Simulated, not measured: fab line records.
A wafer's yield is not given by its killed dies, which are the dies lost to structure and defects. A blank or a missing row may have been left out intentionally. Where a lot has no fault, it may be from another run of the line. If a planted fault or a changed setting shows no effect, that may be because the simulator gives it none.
Which tool did it? + flow nandHarc + 13 lots, 38 wafers sampled, at 4 steps of a route of 1302

## WHAT THE GAUGES READ, wafer by wafer
NHARC_THIN_TSV_CD_MEAS_37.
| lot  | measured     | on       | cdNm (nm)            |
|------|--------------|----------|----------------------|
| L950 | day 25 08:55 | cdSem-02 | 5001.7 4999.0 5001.4 |
| L951 | day 25 07:41 | cdSem-03 | 5002.0 4999.3 4998.9 |
| L953 | day 30 15:22 | cdSem-01 | 4998.8 5000.0 5000.4 |
| L954 | day 30 14:21 | cdSem-03 | 5001.1 5001.1 5000.8 |
| L955 | day 30 16:41 | cdSem-02 | 5001.4 5000.0 5003.0 |
| L956 | day 30 18:58 | cdSem-01 | 5002.7 5001.9 5003.7 |
| L957 | day 30 17:54 | cdSem-01 | 5001.0 5001.0 5000.9 |
| L958 | day 30 21:36 | cdSem-01 | 5002.2 5000.3 5000.1 |
| L961 | day 31 02:23 | cdSem-02 | 4997.4 4995.3 4995.4 |
| L962 | day 31 03:24 | cdSem-01 | 4998.0 5001.2 5001.5 |
| L963 | day 30 23:46 | cdSem-01 | 5001.3 5000.8 5001.0 |
| L964 | day 31 01:11 | cdSem-03 | 4998.4 4999.0 4997.9 |
| L969 | day 33 09:45 | cdSem-01 | 4995.6 4998.1        |

NHARC_END_SORT_01.
| lot  | measured     | on        | killedAtArray | killedAtOther | killedAtPeriphery | killedDies | killedOpen | killedShort |
|------|--------------|-----------|---------------|---------------|-------------------|------------|------------|-------------|
| L969 | day 34 01:06 | prober-02 | 82 82         | 1 0           | 90 4              | 173 86     | 2 6        | 5 1         |

## WHICH TOOL RAN EACH LOT (tool, then ch and the chambers of the sampled wafers, then the start)
| lot  | NHARC_P_STI_ETCH_42              | NHARC_THIN_TSV_STRIP_62             |
|------|----------------------------------|-------------------------------------|
| L950 | rieDiel-09 ch 0,1,2, day 4 05:25 | plasmaAsher-02 ch 0,1, day 25 04:09 |
| L951 | rieDiel-05 ch 1,2, day 4 12:45   | plasmaAsher-02 ch 0,1, day 25 03:08 |
| L953 | rieDiel-05 ch 2,3, day 5 10:11   | plasmaAsher-01 ch 1, day 30 10:39   |
| L954 | rieDiel-09 ch 0,2,3, day 5 16:17 | plasmaAsher-01 ch 0,1, day 30 09:35 |
| L955 | rieDiel-09 ch 0,2,3, day 6 04:29 | plasmaAsher-01 ch 1, day 30 11:55   |
| L956 | rieDiel-05 ch 0,1,2, day 6 15:35 | plasmaAsher-02 ch 0,1, day 30 14:13 |
| L957 | rieDiel-05 ch 0,1,2, day 7 01:20 | plasmaAsher-02 ch 0,1, day 30 13:03 |
| L958 | rieDiel-05 ch 0,1,2, day 7 10:14 | plasmaAsher-01 ch 0,1, day 30 16:45 |
| L961 | rieDiel-05 ch 1,2,3, day 8 15:30 | plasmaAsher-01 ch 0,1, day 30 21:32 |
| L962 | rieDiel-05 ch 2,3, day 9 00:53   | plasmaAsher-02 ch 0,1, day 30 22:41 |
| L963 | rieDiel-05 ch 1,2,3, day 9 11:56 | plasmaAsher-01 ch 0,1, day 30 19:01 |
| L964 | rieDiel-05 ch 0,2,3, day 9 20:50 | plasmaAsher-01 ch 0,1, day 30 20:24 |
| L969 | rieDiel-05 ch 0,3, day 11 23:26  | plasmaAsher-01 ch 0,1, day 33 05:13 |
- NHARC_P_STI_ETCH_42: etches the open film in N2/H2, target depth 80 nm, overetch 24 nm, time 61 s.
- NHARC_THIN_TSV_STRIP_62: strips in N2/H2, time 20 s.

## WHAT THE TOOLS THEMSELVES READ (means of the sampled wafers that have a number; where no wafer has one, the mark that the record gives instead)
NHARC_P_STI_ETCH_42.
| lot  | tool       | drypumpMotorCurrentA (A) | oesProductAu (a.u.) | rfVppV (V) | showerheadPlenumPTorr (Torr) | throttleValvePct (%) |
|------|------------|--------------------------|---------------------|------------|------------------------------|----------------------|
| L950 | rieDiel-09 | 5.56                     | 0.994               | 428.0      | 1.96                         | 14.167               |
| L951 | rieDiel-05 | 5.30                     | 0.988               | 428.1      | 1.96                         | 14.175               |
| L953 | rieDiel-05 | 5.44                     | 0.993               | 429.4      | 2.03                         | 14.166               |
| L954 | rieDiel-09 | 5.72                     | 0.998               | 428.2      | 1.95                         | 14.167               |
| L955 | rieDiel-09 | 5.70                     | 1.004               | 428.5      | 1.95                         | 14.175               |
| L956 | rieDiel-05 | 5.24                     | 0.996               | 430.1      | 2.06                         | 14.180               |
| L957 | rieDiel-05 | 5.24                     | 0.994               | 431.5      | 2.06                         | 14.173               |
| L958 | rieDiel-05 | 5.24                     | 0.995               | 431.5      | 2.06                         | 14.172               |
| L961 | rieDiel-05 | 5.37                     | 0.996               | 429.5      | 1.99                         | 14.167               |
| L962 | rieDiel-05 | 5.42                     | 1.004               | 430.2      | 2.02                         | 14.161               |
| L963 | rieDiel-05 | 5.37                     | 0.997               | 428.8      | 1.99                         | 14.173               |
| L964 | rieDiel-05 | 5.29                     | 0.995               | 431.3      | 2.09                         | 14.171               |
| L969 | rieDiel-05 | 5.16                     | 0.998               | 433.0      | 2.09                         | 14.187               |

NHARC_THIN_TSV_STRIP_62.
| lot  | tool           | drypumpMotorCurrentA (A) | heaterPowerW (W) |
|------|----------------|--------------------------|------------------|
| L950 | plasmaAsher-02 | 5.8                      | 295              |
| L951 | plasmaAsher-02 | 5.3                      | 307              |
| L953 | plasmaAsher-01 | 6.2                      | 353              |
| L954 | plasmaAsher-01 | 5.5                      | 343              |
| L955 | plasmaAsher-01 | 6.2                      | 354              |
| L956 | plasmaAsher-02 | 5.3                      | 309              |
| L957 | plasmaAsher-02 | 5.3                      | 303              |
| L958 | plasmaAsher-01 | 5.5                      | 344              |
| L961 | plasmaAsher-01 | 5.9                      | 342              |
| L962 | plasmaAsher-02 | 5.7                      | 289              |
| L963 | plasmaAsher-01 | 5.9                      | 349              |
| L964 | plasmaAsher-01 | 5.8                      | 349              |
| L969 | plasmaAsher-01 | 5.7                      | 339              |

## THE ANSWER, worked out from the rows above alone
Rule: what is usual is taken from the lots themselves. The widest of any qualifying gaps counts: lots, ordered by their means at a reading, are off when they make up no more than a third of the lots, leave a main group of 4 or more, and stand apart from it by 3 or more times the standard deviation of that group's means. The tables above print the reading to a certain number of digits; a main group whose means all agree to those digits is not used. Also off: a lot with no number at a reading for which 4 or more lots have one. All remaining lots with rows at the step are treated as sound. First the gauges in route order, then the tools' own readings, where a lot's mean is used as printed above. The first step at which some lot is off is used, and at that step the reading that is off furthest; a lot without a number counts as furthest.
Nothing can be told from this: no lot is off at any reading shown.

## WHAT THE SIMULATOR HAD INSERTED
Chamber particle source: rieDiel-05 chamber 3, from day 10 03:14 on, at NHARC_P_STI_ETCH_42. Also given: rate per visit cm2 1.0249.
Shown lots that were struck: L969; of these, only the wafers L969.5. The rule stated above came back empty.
